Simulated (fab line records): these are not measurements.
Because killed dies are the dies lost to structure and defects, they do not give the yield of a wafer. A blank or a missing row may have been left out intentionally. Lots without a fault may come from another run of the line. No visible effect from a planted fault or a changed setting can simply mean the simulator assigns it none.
Which tool is to blame? / flow n5_finfet / 11 lots, 31 wafers sampled, at 5 steps of a route of 1938

## WHAT THE GAUGES SHOWED, per wafer
N5_ZERO_LAYER_INSPECT_20: inspects for defects (darkfield).
lot=L876; measured=day 1 13:23; on=defect_inspect-02; raw_defect_count=60 22 32
lot=L879; measured=day 2 07:23; on=defect_inspect-01; raw_defect_count=32 62 70
lot=L881; measured=day 2 19:23; on=defect_inspect-02; raw_defect_count=17 30 33
lot=L883; measured=day 3 07:16; on=defect_inspect-01; raw_defect_count=44 23 28
lot=L885; measured=day 3 19:22; on=defect_inspect-02; raw_defect_count=50 31
lot=L887; measured=day 4 07:33; on=defect_inspect-01; raw_defect_count=47 25
lot=L889; measured=day 4 19:16; on=defect_inspect-02; raw_defect_count=21 17 29
lot=L891; measured=day 5 07:29; on=defect_inspect-01; raw_defect_count=30 20 34
lot=L893; measured=day 5 19:23; on=defect_inspect-01; raw_defect_count=22 40 48
lot=L896; measured=day 6 13:25; on=defect_inspect-01; raw_defect_count=43 41 49
lot=L899; measured=day 7 08:09; on=defect_inspect-02; raw_defect_count=34 48 46

N5_WELL_APT_OVL_MEAS_26.
lot=L876; measured=day 1 15:08; on=overlay-02; PWELL_OVL (nm)=-1 -11 -7
lot=L879; measured=day 2 09:05; on=overlay-01; PWELL_OVL (nm)=1 -6 2
lot=L881; measured=day 2 21:07; on=overlay-02; PWELL_OVL (nm)=-14 -9 -11
lot=L883; measured=day 3 09:20; on=overlay-02; PWELL_OVL (nm)=-9 -1 -6
lot=L885; measured=day 3 20:56; on=overlay-02; PWELL_OVL (nm)=0 -7
lot=L887; measured=day 4 09:10; on=overlay-02; PWELL_OVL (nm)=-5 2
lot=L889; measured=day 4 20:50; on=overlay-01; PWELL_OVL (nm)=0 4 2
lot=L891; measured=day 5 09:14; on=overlay-02; PWELL_OVL (nm)=0 0 2
lot=L893; measured=day 5 20:58; on=overlay-01; PWELL_OVL (nm)=-3 -4 -4
lot=L896; measured=day 6 15:08; on=overlay-02; PWELL_OVL (nm)=0 7 4
lot=L899; measured=day 7 09:37; on=overlay-01; PWELL_OVL (nm)=-8 -8 -9

N5_PMOS_HMC_CHANNEL_EPI_THK_MEAS_22.
lot=L876; measured=day 1 19:38; on=film_metro-01; HMC_CMP_THK (nm)=51.9 52.4 53.0
lot=L879; measured=day 2 15:19; on=film_metro-01; HMC_CMP_THK (nm)=53.0 54.1 53.4
lot=L881; measured=day 3 02:40; on=film_metro-01; HMC_CMP_THK (nm)=56.4 55.3 54.9
lot=L883; measured=day 3 14:33; on=film_metro-01; HMC_CMP_THK (nm)=56.9 55.1 55.8
lot=L885; measured=day 4 01:42; on=film_metro-02; HMC_CMP_THK (nm)=54.6 54.3
lot=L887; measured=day 4 14:20; on=film_metro-02; HMC_CMP_THK (nm)=53.8 54.5
lot=L889; measured=day 5 01:55; on=film_metro-01; HMC_CMP_THK (nm)=55.9 56.9 56.3
lot=L891; measured=day 5 14:17; on=film_metro-02; HMC_CMP_THK (nm)=55.4 54.7 55.1
lot=L893; measured=day 6 01:37; on=film_metro-02; HMC_CMP_THK (nm)=53.6 53.0 53.8
lot=L896; measured=day 6 20:40; on=film_metro-01; HMC_CMP_THK (nm)=53.8 53.9 53.8
lot=L899; measured=day 7 14:47; on=film_metro-02; HMC_CMP_THK (nm)=55.8 56.4 55.0

N5_BEOL_M4_RC_MEAS_101.
lot=L876; measured=day 7 23:18; on=prober-02; DIBL_N (mV/V)=40.3 37.1 43.8; DIBL_P (mV/V)=40.9 35.4 44.8; IOFF_N (nA/um)=0.23 0.15 0.36; IOFF_P (nA/um)=0.31 0.21 0.42; ION_N (uA/um)=680 676 712; ION_P (uA/um)=471 464 478; SS_N (mV/dec)=72.2 71.3 73.7; SS_P (mV/dec)=74.8 73.7 76.2; VT_N (mV)=243 251 240; VT_P (mV)=-246 -251 -243
lot=L879; measured=day 8 22:55; on=prober-02; DIBL_N (mV/V)=37.5 36.0 41.5; DIBL_P (mV/V)=37.8 36.8 43.3; IOFF_N (nA/um)=0.18 0.16 0.27; IOFF_P (nA/um)=0.19 0.18 0.28; ION_N (uA/um)=682 676 694; ION_P (uA/um)=454 453 461; SS_N (mV/dec)=72.0 71.0 73.1; SS_P (mV/dec)=73.1 73.5 75.4; VT_N (mV)=248 249 244; VT_P (mV)=-252 -254 -246
lot=L881; measured=day 9 09:13; on=prober-01; DIBL_N (mV/V)=36.5 34.8 40.1; DIBL_P (mV/V)=38.2 36.0 43.2; IOFF_N (nA/um)=0.19 0.14 0.28; IOFF_P (nA/um)=0.25 0.21 0.37; ION_N (uA/um)=691 653 701; ION_P (uA/um)=469 455 483; SS_N (mV/dec)=72.1 71.9 72.7; SS_P (mV/dec)=73.1 71.4 74.5; VT_N (mV)=246 251 242; VT_P (mV)=-247 -248 -242
lot=L883; measured=day 9 17:25; on=prober-01; DIBL_N (mV/V)=38.8 38.9 37.1; DIBL_P (mV/V)=39.2 40.6 38.9; IOFF_N (nA/um)=0.20 0.21 0.19; IOFF_P (nA/um)=0.20 0.22 0.21; ION_N (uA/um)=683 690 679; ION_P (uA/um)=455 460 456; SS_N (mV/dec)=72.3 72.4 71.8; SS_P (mV/dec)=74.2 74.7 74.2; VT_N (mV)=248 246 247; VT_P (mV)=-256 -253 -255
lot=L885; measured=day 10 06:52; on=prober-02; DIBL_N (mV/V)=35.7 41.2; DIBL_P (mV/V)=35.0 42.4; IOFF_N (nA/um)=0.15 0.27; IOFF_P (nA/um)=0.23 0.37; ION_N (uA/um)=677 700; ION_P (uA/um)=468 473; SS_N (mV/dec)=71.5 73.1; SS_P (mV/dec)=73.0 74.4; VT_N (mV)=250 244; VT_P (mV)=-246 -243
lot=L887; measured=day 10 19:25; on=prober-01; DIBL_N (mV/V)=37.4 37.1; DIBL_P (mV/V)=35.9 36.5; IOFF_N (nA/um)=0.17 0.15; IOFF_P (nA/um)=0.19 0.20; ION_N (uA/um)=670 650; ION_P (uA/um)=458 450; SS_N (mV/dec)=71.4 71.0; SS_P (mV/dec)=73.9 72.9; VT_N (mV)=247 252; VT_P (mV)=-251 -251
lot=L889; measured=day 11 10:53; on=prober-02; DIBL_N (mV/V)=36.1 33.9 37.1; DIBL_P (mV/V)=38.2 34.1 38.5; IOFF_N (nA/um)=0.19 0.14 0.23; IOFF_P (nA/um)=0.28 0.21 0.30; ION_N (uA/um)=668 673 694; ION_P (uA/um)=459 458 469; SS_N (mV/dec)=71.0 70.5 71.8; SS_P (mV/dec)=74.4 72.7 74.5; VT_N (mV)=243 251 241; VT_P (mV)=-245 -250 -245
lot=L891; measured=day 12 11:37; on=prober-01; DIBL_N (mV/V)=36.8 39.9 36.6; DIBL_P (mV/V)=37.9 41.1 36.6; IOFF_N (nA/um)=0.16 0.19 0.16; IOFF_P (nA/um)=0.22 0.27 0.19; ION_N (uA/um)=677 679 673; ION_P (uA/um)=459 466 457; SS_N (mV/dec)=71.4 72.4 71.0; SS_P (mV/dec)=72.9 74.2 73.1; VT_N (mV)=249 248 248; VT_P (mV)=-250 -249 -252
lot=L893; measured=day 12 22:21; on=prober-02; DIBL_N (mV/V)=33.5 36.2 37.3; DIBL_P (mV/V)=30.7 35.0 35.0; IOFF_N (nA/um)=0.10 0.14 0.16; IOFF_P (nA/um)=0.13 0.18 0.18; ION_N (uA/um)=640 664 666; ION_P (uA/um)=440 452 448; SS_N (mV/dec)=71.0 71.2 72.1; SS_P (mV/dec)=72.3 73.1 73.3; VT_N (mV)=257 250 250; VT_P (mV)=-258 -254 -253
lot=L896; measured=day 13 14:05; on=prober-01; DIBL_N (mV/V)=38.3 36.8 37.2; DIBL_P (mV/V)=39.4 38.0 38.0; IOFF_N (nA/um)=0.20 0.17 0.18; IOFF_P (nA/um)=0.24 0.21 0.22; ION_N (uA/um)=673 671 666; ION_P (uA/um)=456 455 455; SS_N (mV/dec)=71.8 72.3 71.8; SS_P (mV/dec)=73.6 72.9 73.7; VT_N (mV)=247 250 248; VT_P (mV)=-251 -252 -250
lot=L899; measured=day 14 06:08; on=prober-01; DIBL_N (mV/V)=37.3 37.0 33.1; DIBL_P (mV/V)=38.5 38.7 34.3; IOFF_N (nA/um)=0.16 0.17 0.10; IOFF_P (nA/um)=0.18 0.18 0.13; ION_N (uA/um)=675 675 656; ION_P (uA/um)=450 449 445; SS_N (mV/dec)=72.0 71.9 70.3; SS_P (mV/dec)=74.2 73.9 72.1; VT_N (mV)=252 251 256; VT_P (mV)=-257 -256 -258

## EACH LOT AND THE TOOL THAT RAN IT (in order: tool; ch and the chambers of the sampled wafers; start)
lot=L876; N5_PMOS_HMC_CHANNEL_EPI_COAT_31=litho_track-04 ch 0, day 1 17:04
lot=L879; N5_PMOS_HMC_CHANNEL_EPI_COAT_31=litho_track-02 ch 0, day 2 12:11
lot=L881; N5_PMOS_HMC_CHANNEL_EPI_COAT_31=litho_track-03 ch 0, day 2 23:42
lot=L883; N5_PMOS_HMC_CHANNEL_EPI_COAT_31=litho_track-02 ch 0, day 3 11:08
lot=L885; N5_PMOS_HMC_CHANNEL_EPI_COAT_31=litho_track-02 ch 0, day 3 22:58
lot=L887; N5_PMOS_HMC_CHANNEL_EPI_COAT_31=litho_track-04 ch 0, day 4 11:29
lot=L889; N5_PMOS_HMC_CHANNEL_EPI_COAT_31=litho_track-02 ch 0, day 4 22:56
lot=L891; N5_PMOS_HMC_CHANNEL_EPI_COAT_31=litho_track-02 ch 0, day 5 11:19
lot=L893; N5_PMOS_HMC_CHANNEL_EPI_COAT_31=litho_track-04 ch 0, day 5 22:54
lot=L896; N5_PMOS_HMC_CHANNEL_EPI_COAT_31=litho_track-03 ch 0, day 6 17:07
lot=L899; N5_PMOS_HMC_CHANNEL_EPI_COAT_31=litho_track-04 ch 0, day 7 11:36
- N5_PMOS_HMC_CHANNEL_EPI_COAT_31: time 60 s, resist thk 66 nm.

## WHAT THE TOOLS THEMSELVES READ (means of the sampled wafers that have a number; where no wafer has one, the mark that the record gives instead)
N5_PMOS_HMC_CHANNEL_EPI_COAT_31.
lot=L876; tool=litho_track-04; spin_speed_rpm (rpm)=1499.7
lot=L879; tool=litho_track-02; spin_speed_rpm (rpm)=1500.6
lot=L881; tool=litho_track-03; spin_speed_rpm (rpm)=1500.3
lot=L883; tool=litho_track-02; spin_speed_rpm (rpm)=1499.0
lot=L885; tool=litho_track-02; spin_speed_rpm (rpm)=1500.8
lot=L887; tool=litho_track-04; spin_speed_rpm (rpm)=1499.9
lot=L889; tool=litho_track-02; spin_speed_rpm (rpm)=1638.5
lot=L891; tool=litho_track-02; spin_speed_rpm (rpm)=1639.5
lot=L893; tool=litho_track-04; spin_speed_rpm (rpm)=1499.8
lot=L896; tool=litho_track-03; spin_speed_rpm (rpm)=1500.1
lot=L899; tool=litho_track-04; spin_speed_rpm (rpm)=1500.0

## THE ANSWER, worked out from the rows above alone
Rule: usual is defined by the lots themselves. The widest of any qualifying gaps counts: lots, ordered by their means at a reading, are off when they make up no more than a third of the lots, leave a main group of 4 or more, and stand apart from it by 3 or more times the standard deviation of that group's means. The tables above print the reading to a certain number of digits; a main group whose means all agree to those digits is not used. Also off: a lot with no number at a reading for which 4 or more lots have one. Any other lot the step has rows for is counted as sound. Order of review: gauges by route order, followed by the tools' own readings, for which a lot's mean as printed above is used. The first step at which some lot is off is used, and at that step the reading that is off furthest; a lot without a number counts as furthest.
Off, at N5_PMOS_HMC_CHANNEL_EPI_COAT_31 on spin_speed_rpm: L889, L891. Main group: mean 1500.0 rpm, sd 0.5.
A tool fits if, at that step or a process step before it, it ran every lot that is off, and no sound lot after the first of them. One candidate fits, namely litho_track-02 at N5_PMOS_HMC_CHANNEL_EPI_COAT_31. Its last sound lot is L885 (day 3 22:58), its first lot that is off L889 (day 4 22:56): a fault that began between those two fits.
On the lots that are off, the tool's own readings at N5_PMOS_HMC_CHANNEL_EPI_COAT_31 differ by more than 5 times the standard deviation of the sound lots' means, which bears it out; spin_speed_rpm reads 1639.0 rpm there versus 1500.0 rpm on the sound lots.

## WHAT THE SIMULATOR HAD INSERTED
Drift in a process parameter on litho_track-02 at N5_PMOS_HMC_CHANNEL_EPI_COAT_31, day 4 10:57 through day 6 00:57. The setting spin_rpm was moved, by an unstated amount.
Struck lots among those shown: L889, L891. The rule above reached the same finding.
